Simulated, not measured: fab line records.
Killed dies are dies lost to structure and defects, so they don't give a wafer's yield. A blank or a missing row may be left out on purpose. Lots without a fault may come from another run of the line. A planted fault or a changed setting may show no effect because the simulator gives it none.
Chamber matching | flow n5-finfet | 3 sister chambers for N5_BEOL_M9_CURE_72 on uv-cure-01
The step cures SiCOH lowk, time 120 s. 3 wafers are shown with their chamber, then 10 later ones without.

WAFERS PAIRED WITH THEIR CHAMBERS
wafer  | chamber | wafer_temp_C_max
L079.5 | 0       | 371.3
L089.6 | 2       | 371.2
L088.3 | 1       | 371.9

WAFERS MISSING THEIR CHAMBER
wafer  | wafer_temp_C_max
L088.6 | 373.9
L092.2 | 371.3
L092.3 | 371.9
L092.5 | 371.4
L095.3 | 373.3
L095.4 | 371.9
L095.5 | 372.0
L096.3 | 372.1
L096.5 | 373.0
L096.6 | 372.8

WHICH CHAMBER EACH WENT THROUGH
wafer  | from the rows above          | in truth
L088.6 | can't be placed: 1 or 0 or 2 | 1
L092.2 | can't be placed: 0 or 2 or 1 | 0
L092.3 | can't be placed: 1 or 0 or 2 | 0
L092.5 | can't be placed: 0 or 2 or 1 | 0
L095.3 | can't be placed: 1 or 0 or 2 | 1
L095.4 | can't be placed: 1 or 0 or 2 | 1
L095.5 | can't be placed: 1 or 0 or 2 | 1
L096.3 | can't be placed: 1 or 0 or 2 | 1
L096.5 | can't be placed: 1 or 0 or 2 | 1
L096.6 | can't be placed: 1 or 0 or 2 | 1
Correct placement for 0 of the 10. Can't be placed from these rows: 10 (the true chamber is among the candidates in 10). 0 placed wrongly.
How it was worked out, from the rows above alone: a wafer's distance from a chamber is the root of the sum, over the readings, of the square of ((its reading less the chamber's mean) divided by the reading's scatter). If the next closest chamber is less than 2 further off than the closest, the wafer can't be placed; otherwise it belongs to the closest. Each chamber's mean is taken over the wafers shown for it. The scatter: with one shown wafer a chamber, the root of the mean of the squares of how far each hidden wafer lies from its nearest shown one.
